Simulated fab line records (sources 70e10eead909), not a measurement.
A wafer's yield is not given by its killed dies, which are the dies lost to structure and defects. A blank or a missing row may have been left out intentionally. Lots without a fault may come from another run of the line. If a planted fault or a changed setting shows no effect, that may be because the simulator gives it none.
A struck lot beside a sound one :: flow nand-harc :: 14 steps out of a route of 1159
Sound: the wafers L684.2, L684.4, L684.5. Struck: wafer L690.3 (L690.2, L690.4, from the same lot, were not struck and are left out); the cause is given at the end.
For every step that has rows: the tool of each side, followed by ch and its chambers, followed by its first start. Under that, the readings that differ: sound wafers :: struck wafers :: difference of the means :: sigmas: that difference in standard deviations of wafers without a fault.
alike: readings whose means differ by less than 2 such deviations, and words and numbers that are the same on both sides. not compared: withheld readings, readings that some wafer has no value for, bounds like >300 that may hide the same value, and numbers for which the record gives no deviation and whose values overlap.
Wherever a step has rows on one side only, a row that says differs or no value, or a row with sigmas, the two part there. Numbers that don't overlap but have no deviation are shown without sigmas and don't part them. A reading that every wafer of one side lacks parts them only if that side has two wafers or more.

first, 1 step without rows for these wafers: NHARC_A_WL_FILL_ANNEAL_08 (time 1800 s).
NHARC_A_WL_FILL_ALD_10: deposits SiO2, target thk 50 nm, pulse time 10 s, ald cycles 500.
  sound on ald-hk-02 ch 0,2, day 18 07:08; struck on ald-hk-03 ch 2, day 19 02:02
reading: heater-power-w (W)
sound: 477 535 563
struck: 453
difference: -72
sigmas: -2

reading: precursor-pulse-height-rel
sound: 1.031 1.004 1.008
struck: 0.972
difference: -0.042
sigmas: -2
  alike: susceptor-temp-C
  not compared: ald-cycles, since-wet-clean-h
NHARC_A_WL_FILL_ETCHBACK_16: etches the open film in C4F8/O2/Ar, target depth 88 nm, time 17.6 s.
  sound: rie-diel-10 ch 0,1; struck: rie-diel-04 ch 2
  alike: oes-product-au, rf-vpp-V
  not compared: rf-hours-counter-h
NHARC_A_WL_FILL_STRIP_29: strips in O2, time 20 s.
  sound on rie-diel-10 ch 0,1, day 18 11:52; struck on rie-diel-04 ch 2, day 19 05:43
reading: drypump-motor-current-A (A)
sound: 5.0 4.9 4.9
struck: 5.8
difference: +0.9
sigmas: +2

reading: rf-vpp-V (V)
sound: 57.3 56.9 59.0
struck: 55.7
difference: -2.0
sigmas: -2
  alike: oes-product-au, showerhead-plenum-p-Torr, throttle-valve-pct
  not compared: rf-hours-counter-h
then, 4 steps without rows for these wafers: NHARC_A_WL_FILL_ETCHBACK_17 (etches the open film in Cl2/BCl3, target depth 4 nm, time 26.7 s); NHARC_A_WL_FILL_PRECLEAN_18 (cleans in dHF, time 30 s); NHARC_A_WL_FILL_SRD_21; NHARC_A_WL_FILL_CVD_23 (deposits poly-Si, target thk 40 nm, time 800 s).
NHARC_A_WL_FILL_ETCHBACK_26: etches the open film in HBr, target depth 52 nm, time 13.3 s.
  sound on rie-si-02 ch 0,1, day 18 17:20; struck on rie-si-02 ch 1, day 19 09:53
  alike: drypump-motor-current-A, oes-product-au, throttle-valve-pct
  not compared: rf-hours-counter-h
then, 2 steps without rows for these wafers: NHARC_A_WL_FILL_PRECLEAN_30 (cleans in dHF, time 10 s); NHARC_A_WL_FILL_SRD_14.
NHARC_A_WL_FILL_ALD_19: deposits TiN, target thk 2 nm, pulse time 3 s, ald cycles 100.
  sound on ald-metal-03 ch 1,3, day 18 17:36; struck on ald-metal-02 ch 2, day 19 10:09
reading: ald-cycles
sound: 100 100 100
struck: 49
difference: -51
sigmas: 
  alike: heater-power-w, precursor-pulse-height-rel
  not compared: since-wet-clean-h, susceptor-temp-C
NHARC_A_WL_FILL_CVD_20: deposits W, target thk 75 nm, time 5064 s.
  sound: cvd-w-01 ch 1; struck: cvd-w-02 ch 0
reading: heater-power-w (W)
sound: 589 608 609
struck: 412
difference: -190
sigmas: -2

reading: susceptor-temp-C (C)
sound: 299.80 300.16 299.94
struck: 299.52
difference: -0.45
sigmas: -2
  alike: throttle-valve-pct
  not compared: since-wet-clean-h
-- break in the record here, with 4 days between the starts of the struck wafers on either side (left off in module A_WL_FILL, picked up again in module END, where the first step shown is number 1159 on the route) --
NHARC_END_SORT_01:
  only the struck wafers appear in the record here, on prober-02 ch 0 at day 23 15:45; the sound ones have no rows

WHERE THEY PART
Last at NHARC_END_SORT_01 as far as this record goes, first at NHARC_A_WL_FILL_ALD_10.

WHY: whatever the simulator had introduced
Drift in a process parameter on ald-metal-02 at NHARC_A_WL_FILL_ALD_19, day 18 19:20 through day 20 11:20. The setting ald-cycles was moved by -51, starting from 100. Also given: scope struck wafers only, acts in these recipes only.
